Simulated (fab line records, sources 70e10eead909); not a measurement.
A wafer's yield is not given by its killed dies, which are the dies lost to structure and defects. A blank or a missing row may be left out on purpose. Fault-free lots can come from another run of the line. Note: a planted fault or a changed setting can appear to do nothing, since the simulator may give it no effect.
fab line records | flow nand_harc
record: lots: 14 | wafers: 41 | last_day: 33
route steps=1302 shown P_BONDPAD@385 A_ZERO_WELL@401 A_ONON_D1@428 END@1302
lots that met no fault: taken from a fault-free run of the same line
start_h: hours from the record's opening day to when the first of the lot's shown wafers began | wait_h: hours since the lot's step before | " repeats the value in the row above | L1.1+2: one row covering several wafers at once | - no value present, or no start provided | * or withheld: withheld | < > ~ a bound
route shown NAME@n: NAME is a module with steps in the file, n the number in the route of the first one | usual: mean and standard deviation over wafers with no fault | same: alike in all rows | chamber/n: place in a boat | sites: each site's reading | _std_site: standard deviation of those values | _edge_site: outer sites' mean less inner sites' | radius_mm: how far each site lies from the wafer's centre | mask NAME#n: copy n | behind: the last tool/chamber to shape the wafer | hold: why the lot was held/for how many hours/how that ended | device: whichever transistor did not switch (one of n, p or np) | end of line: tests run on the same wafers once the route is complete | a step with no rows: only its recipe | killed: at the first sort, the dies lost to defects and structure; wafer yield is something else | map: dies across one wafer; x = killed, . = not, _ = none there
set.NAME: setting as actually run; set.NAME@STEP: the setting as run at that earlier step | model.NAME: the simulator's own value behind a step, which no gauge read
route steps across a sampled set of lots; one table per step, one row per wafer
services: when a tool's chamber went out of use (start_h, in hours from the record's first day, below 0 if earlier), for how many hours, and the reason
== steps ==
step: NHARC_P_BONDPAD_INSPECT_23
usual: raw_defect_count: 309/110
lot.wafer | tool              | chamber | start_h | wait_h | raw_defect_count
L454.1    | defect_inspect-02 | -       | 137.19  | 0.0    | 212
L454.2    | "                 | -       | "       | "      | 349
L454.4    | "                 | -       | "       | "      | 309
L455.1    | defect_inspect-01 | -       | 149.42  | 0.0    | 375
L455.3    | "                 | -       | "       | "      | 205
L455.4    | "                 | -       | "       | "      | 273
L456.2    | defect_inspect-02 | -       | 158.73  | 0.0    | 299
L456.3    | "                 | -       | "       | "      | 226
L456.4    | "                 | -       | "       | "      | 243
L457.1    | defect_inspect-01 | -       | 171.77  | 0.0    | 174
L457.5    | "                 | -       | "       | "      | 186
L457.6    | "                 | -       | "       | "      | 208
L458.2    | defect_inspect-01 | -       | 175.73  | 0.0    | 392
L458.3    | "                 | -       | "       | "      | 364
L458.4    | "                 | -       | "       | "      | 310
L459.3    | defect_inspect-02 | -       | 191.39  | 0.0    | 636
L459.5    | "                 | -       | "       | "      | 318
L459.6    | "                 | -       | "       | "      | 407
L460.1    | defect_inspect-02 | -       | 192.76  | 0.0    | 345
L460.2    | "                 | -       | "       | "      | 234
L460.5    | "                 | -       | "       | "      | 560
L461.3    | defect_inspect-02 | -       | 208.45  | 0.0    | 304
L461.4    | "                 | -       | "       | "      | 312
L461.5    | "                 | -       | "       | "      | 469
L463.1    | defect_inspect-01 | -       | 224.86  | 0.0    | 231
L463.4    | "                 | -       | "       | "      | 292
L463.5    | "                 | -       | "       | "      | 232
L464.2    | defect_inspect-02 | -       | 232.38  | 0.0    | 280
L464.3    | "                 | -       | "       | "      | 266
L464.6    | "                 | -       | "       | "      | 186
L466.2    | defect_inspect-01 | -       | 257.75  | 0.0    | 349
L466.3    | "                 | -       | "       | "      | 226
L466.4    | "                 | -       | "       | "      | 183
L472.3    | defect_inspect-02 | -       | 315.03  | 0.0    | 311
L472.4    | "                 | -       | "       | "      | 374
L472.5    | "                 | -       | "       | "      | 243
L471.3    | defect_inspect-02 | -       | 322.48  | 0.0    | 505
L471.6    | "                 | -       | "       | "      | 336
L477.2    | defect_inspect-01 | -       | 364.45  | 0.0    | 263
L477.3    | "                 | -       | "       | "      | 231
L477.4    | "                 | -       | "       | "      | 239
step: NHARC_A_ZERO_WELL_CD_MEAS_10
recipe: target_cd_nm: 2000 | landing_energy_ev: 500
usual: cd_nm: 2000.2/2.3
lot.wafer | tool      | chamber | start_h | wait_h | cd_nm
L454.1    | cd_sem-02 | 0       | 138.36  | -      | 2000.8
L454.2    | "         | 0       | "       | "      | 2000.8
L454.4    | "         | 0       | "       | "      | 2002.3
L455.1    | cd_sem-02 | 0       | 150.60  | -      | 1999.5
L455.3    | "         | 0       | "       | "      | 2001.7
L455.4    | "         | 0       | "       | "      | 2000.0
L456.2    | cd_sem-03 | 0       | 160.03  | -      | 2001.3
L456.3    | "         | 0       | "       | "      | 1998.7
L456.4    | "         | 0       | "       | "      | 2002.2
L457.1    | cd_sem-02 | 0       | 173.07  | -      | 2003.2
L457.5    | "         | 0       | "       | "      | 1996.4
L457.6    | "         | 0       | "       | "      | 2002.8
L458.2    | cd_sem-02 | 0       | 176.92  | -      | 1996.9
L458.3    | "         | 0       | "       | "      | 2001.9
L458.4    | "         | 0       | "       | "      | 1999.3
L459.3    | cd_sem-01 | 0       | 192.69  | -      | 2000.6
L459.5    | "         | 0       | "       | "      | 1996.9
L459.6    | "         | 0       | "       | "      | 2002.7
L460.1    | cd_sem-03 | 0       | 194.03  | -      | 2001.9
L460.2    | "         | 0       | "       | "      | 2001.4
L460.5    | "         | 0       | "       | "      | 2003.0
L461.3    | cd_sem-02 | 0       | 209.64  | -      | 1997.9
L461.4    | "         | 0       | "       | "      | 2004.3
L461.5    | "         | 0       | "       | "      | 2001.5
L463.1    | cd_sem-01 | 0       | 226.03  | -      | 2000.8
L463.4    | "         | 0       | "       | "      | 2000.5
L463.5    | "         | 0       | "       | "      | 2001.6
L464.2    | cd_sem-02 | 0       | 233.68  | -      | 1997.2
L464.3    | "         | 0       | "       | "      | 2002.5
L464.6    | "         | 0       | "       | "      | 2003.0
L466.2    | cd_sem-02 | 0       | 259.05  | -      | 2000.5
L466.3    | "         | 0       | "       | "      | 2000.4
L466.4    | "         | 0       | "       | "      | 2001.1
L472.3    | cd_sem-03 | 0       | 316.34  | -      | 1999.4
L472.4    | "         | 0       | "       | "      | 1996.7
L472.5    | "         | 0       | "       | "      | 1994.3
L471.3    | cd_sem-03 | 0       | 323.79  | -      | 2000.4
L471.6    | "         | 0       | "       | "      | 2002.9
L477.2    | cd_sem-02 | 0       | 365.63  | -      | 1995.9
L477.3    | "         | 0       | "       | "      | 2001.5
L477.4    | "         | 0       | "       | "      | 1999.1
step: NHARC_A_ONON_D1_DEP_06
recipe: target_thk_a: 10000 | n2_flow_sccm: 2750 | n2o_flow_sccm: 2000 | nh3_flow_sccm: 500 | sih4_flow_sccm: 210 | temp_c: 400
lot.wafer  | tool          | chamber | start_h | wait_h
L454.1+2+4 | pecvd_onon-04 | 0       | 161.93  | 0.1
L455.1+3+4 | pecvd_onon-03 | 0       | 173.62  | 0.1
L456.2+3+4 | pecvd_onon-04 | 0       | 182.84  | 0.1
L457.1+5+6 | pecvd_onon-03 | 0       | 199.44  | 0.1
L458.2+3+4 | pecvd_onon-01 | 0       | 199.50  | 0.1
L460.1+2+5 | pecvd_onon-03 | 0       | 216.01  | 0.1
L459.3+5+6 | pecvd_onon-04 | 0       | 216.14  | 0.2
L461.3+4+5 | pecvd_onon-01 | 0       | 232.34  | 0.2
L463.1+4+5 | pecvd_onon-01 | 0       | 249.47  | 0.1
L464.2+3+6 | pecvd_onon-03 | 0       | 258.82  | 0.1
L466.2+3+4 | pecvd_onon-04 | 0       | 281.98  | 0.1
L472.3+4+5 | pecvd_onon-04 | 0       | 343.54  | 0.2
L471.3+6   | pecvd_onon-04 | 0       | 348.58  | 0.2
L477.2+3+4 | pecvd_onon-01 | 0       | 388.73  | 0.1
step: NHARC_A_ONON_D1_THK_MEAS_08
recipe: thk_meas_gauge: ellipsometry
usual: thk_nm: 999/9.9
lot.wafer | tool          | chamber | start_h | wait_h | thk_nm
L454.1    | film_metro-01 | -       | 162.44  | -      | 995
L454.2    | "             | -       | "       | "      | 996
L454.4    | "             | -       | "       | "      | 995
L455.1    | film_metro-02 | -       | 174.12  | -      | 1000
L455.3    | "             | -       | "       | "      | 999
L455.4    | "             | -       | "       | "      | 1001
L456.2    | film_metro-02 | -       | 183.30  | -      | 1003
L456.3    | "             | -       | "       | "      | 1003
L456.4    | "             | -       | "       | "      | 1004
L458.2    | film_metro-02 | -       | 199.94  | -      | 978
L458.3    | "             | -       | "       | "      | 979
L458.4    | "             | -       | "       | "      | 979
L457.1    | film_metro-01 | -       | 199.95  | -      | 989
L457.5    | "             | -       | "       | "      | 988
L457.6    | "             | -       | "       | "      | 988
L460.1    | film_metro-01 | -       | 216.52  | -      | 985
L460.2    | "             | -       | "       | "      | 985
L460.5    | "             | -       | "       | "      | 984
L459.3    | film_metro-02 | -       | 216.53  | -      | 1013
L459.5    | "             | -       | "       | "      | 1012
L459.6    | "             | -       | "       | "      | 1013
L461.3    | film_metro-01 | -       | 232.74  | -      | 994
L461.4    | "             | -       | "       | "      | 995
L461.5    | "             | -       | "       | "      | 994
L463.1    | film_metro-02 | -       | 249.98  | -      | 992
L463.4    | "             | -       | "       | "      | 992
L463.5    | "             | -       | "       | "      | 991
L464.2    | film_metro-02 | -       | 259.26  | -      | 1004
L464.3    | "             | -       | "       | "      | 1004
L464.6    | "             | -       | "       | "      | 1004
L466.2    | film_metro-01 | -       | 282.44  | -      | 1002
L466.3    | "             | -       | "       | "      | 998
L466.4    | "             | -       | "       | "      | 1001
L472.3    | film_metro-01 | -       | 343.93  | -      | 984
L472.4    | "             | -       | "       | "      | 1107
L472.5    | "             | -       | "       | "      | 984
L471.3    | film_metro-01 | -       | 348.99  | -      | 1015
L471.6    | "             | -       | "       | "      | 1137
L477.2    | film_metro-02 | -       | 389.19  | -      | 995
L477.3    | "             | -       | "       | "      | 996
L477.4    | "             | -       | "       | "      | 997
step: NHARC_A_ONON_D1_THK_MEAS_30
recipe: thk_meas_gauge: ellipsometry
usual: thk_nm: 998/8.9
lot.wafer | tool          | chamber | start_h | wait_h | thk_nm
L454.1    | film_metro-02 | -       | 175.56  | -      | 984
L454.2    | "             | -       | "       | "      | 985
L454.4    | "             | -       | "       | "      | 985
L455.1    | film_metro-02 | -       | 188.19  | -      | 985
L455.3    | "             | -       | "       | "      | 986
L455.4    | "             | -       | "       | "      | 986
L456.2    | film_metro-02 | -       | 196.06  | -      | 997
L456.3    | "             | -       | "       | "      | 999
L456.4    | "             | -       | "       | "      | 1001
L457.1    | film_metro-01 | -       | 211.27  | -      | 1007
L457.5    | "             | -       | "       | "      | 1008
L457.6    | "             | -       | "       | "      | 1009
L458.2    | film_metro-02 | -       | 211.28  | -      | 1009
L458.3    | "             | -       | "       | "      | 1009
L458.4    | "             | -       | "       | "      | 1009
L460.1    | film_metro-02 | -       | 230.45  | -      | 991
L460.2    | "             | -       | "       | "      | 990
L460.5    | "             | -       | "       | "      | 992
L459.3    | film_metro-01 | -       | 230.46  | -      | 1002
L459.5    | "             | -       | "       | "      | 1003
L459.6    | "             | -       | "       | "      | 1003
L461.3    | film_metro-02 | -       | 244.50  | -      | 995
L461.4    | "             | -       | "       | "      | 995
L461.5    | "             | -       | "       | "      | 997
L463.1    | film_metro-01 | -       | 257.83  | -      | 1012
L463.4    | "             | -       | "       | "      | 1011
L463.5    | "             | -       | "       | "      | 1011
L464.2    | film_metro-01 | -       | 270.42  | -      | 1007
L464.3    | "             | -       | "       | "      | 1007
L464.6    | "             | -       | "       | "      | 1008
L466.2    | film_metro-02 | -       | 293.99  | -      | 997
L466.3    | "             | -       | "       | "      | 995
L466.4    | "             | -       | "       | "      | 997
L471.3    | film_metro-01 | -       | 358.17  | -      | 993
L471.6    | "             | -       | "       | "      | 992
L472.3    | film_metro-02 | -       | 358.17  | -      | 1001
L472.4    | "             | -       | "       | "      | 1002
L472.5    | "             | -       | "       | "      | 1004
L477.2    | film_metro-01 | -       | 400.37  | -      | 1007
L477.3    | "             | -       | "       | "      | 1006
L477.4    | "             | -       | "       | "      | 1006
step: NHARC_END_SORT_01
recipe: temp_c: 25
usual: killed_at_array: 55/22 | killed_at_other: 0.9/1.2 | killed_at_periphery: 3.6/2.3 | killed_dies: 60/22 | killed_open: 3.2/1.9 | killed_short: 2.5/1.6
same: gross_dies: 677
lot.wafer | tool      | chamber | start_h | wait_h | killed_at_array | killed_at_other | killed_at_periphery | killed_dies | killed_open | killed_short
L463.1    | prober-02 | 0       | 640.01  | 2.5    | 81              | 0               | 4                   | 85          | 3           | 4
L463.4    | prober-02 | 0       | 642.40  | 3.4    | 106             | 0               | 3                   | 109         | 6           | 2
L463.5    | prober-02 | 0       | 643.19  | 3.7    | 75              | 0               | 4                   | 79          | 3           | 1
L464.2    | prober-02 | 0       | 656.45  | 2.8    | 76              | 0               | 6                   | 82          | 1           | 2
L464.3    | prober-02 | 0       | 657.25  | 3.1    | 64              | 1               | 11                  | 76          | 2           | 1
L464.6    | prober-02 | 0       | 659.66  | 4.0    | 78              | 1               | 5                   | 84          | 1           | 1
killed by level:class
L463.1 A_CHANNEL_HOLE_D2:chamber_film_flake=25 A_CHANNEL_HOLE_D1:chamber_film_flake=22 A_SLIT:chamber_film_flake=16 A_CONTACT:chamber_film_flake=3 A_ONON_D1:geometric_particle:short=2 A_CHANNEL_FILL_D2:geometric_particle:open=2 P_M2:chamber_film_flake=2 A_ZERO_WELL:chamber_film_flake=2
L463.4 A_SLIT:chamber_film_flake=32 A_CHANNEL_HOLE_D1:chamber_film_flake=30 A_CHANNEL_HOLE_D2:chamber_film_flake=28 A_STAIRCASE:chamber_film_flake=4 A_CONTACT:chamber_film_flake=3 A_DECK1_JOINT:geometric_particle:open=2 A_M0:chamber_film_flake=2 P_GATE:geometric_particle:open=1
L463.5 A_CHANNEL_HOLE_D1:chamber_film_flake=23 A_SLIT:chamber_film_flake=21 A_CHANNEL_HOLE_D2:chamber_film_flake=19 A_CONTACT:chamber_film_flake=6 A_WL_FILL:geometric_particle:open=2 P_ZERO_WELL:chamber_film_flake=2 P_M0:geometric_particle:open=1 A_DECK1_JOINT:geometric_particle:short=1
L464.2 A_CHANNEL_HOLE_D1:chamber_film_flake=32 A_SLIT:chamber_film_flake=24 A_CHANNEL_HOLE_D2:chamber_film_flake=11 P_STI:chamber_film_flake=2 P_GATE:chamber_film_flake=2 P_M0:chamber_film_flake=2 A_CONTACT:chamber_film_flake=2 A_SOURCE_PLATE:geometric_particle:short=1
L464.3 A_CHANNEL_HOLE_D1:chamber_film_flake=32 A_SLIT:chamber_film_flake=20 A_CHANNEL_HOLE_D2:chamber_film_flake=6 P_M0:chamber_film_flake=4 P_STI:chamber_film_flake=3 P_GATE:chamber_film_flake=3 A_STAIRCASE:chamber_film_flake=3 P_M0:geometric_particle:open=1
L464.6 A_CHANNEL_HOLE_D1:chamber_film_flake=35 A_SLIT:chamber_film_flake=22 A_CHANNEL_HOLE_D2:chamber_film_flake=16 P_GATE:chamber_film_flake=2 P_M0:chamber_film_flake=2 A_DECK1_JOINT:chamber_film_flake=2 A_ONON_D1:geometric_particle:short=1 A_ONON_D2:geometric_particle:open=1
== services ==
tool          | chamber | start_h | hours | kind
pecvd_onon-03 | -       | 227.00  | 13.0  | pm
pecvd_onon-01 | -       | 269.25  | 13.0  | pm
pecvd_onon-04 | -       | 311.24  | 13.0  | pm
== key ==
first_sign: step: NHARC_A_ONON_D1_THK_MEAS_08 | reading: thk_nm | direction: up | sigmas: 12 | usual: 999 | struck: 1122
effect none on later readings
met_at NHARC_A_ONON_D1_DEP_06
struck_lots L471,L472
struck_wafers L471.6,L472.4
sort_left_out L471.6
tester_left_out L471,L472
not_acting_at NHARC_P_BONDPAD_INSPECT_23,NHARC_A_ZERO_WELL_CD_MEAS_10,NHARC_A_ONON_D1_THK_MEAS_30
onset_between 281.98 343.54
fault: kind: process_parameter_drift | tool: pecvd_onon-04 | chamber: - | onset_h: 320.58 | steps: NHARC_A_ONON_D1_DEP_06 | channel: target_thk_a | offset: * | shape: step | end_h: 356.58 | scope: struck_wafers_only | acts_in: * | stated: *
tester_left_out: of these lots the tester's yield and bins aren't shown, on N5 and GAA mostly nor the transistor test; their killed dies are dies lost to structure and defects alone, not to doping, threshold or leakage, so they don't give the yield
sort_left_out: the simulated sort isn't trusted on such a fault, so these wafers' sort isn't shown, and their yield isn't known
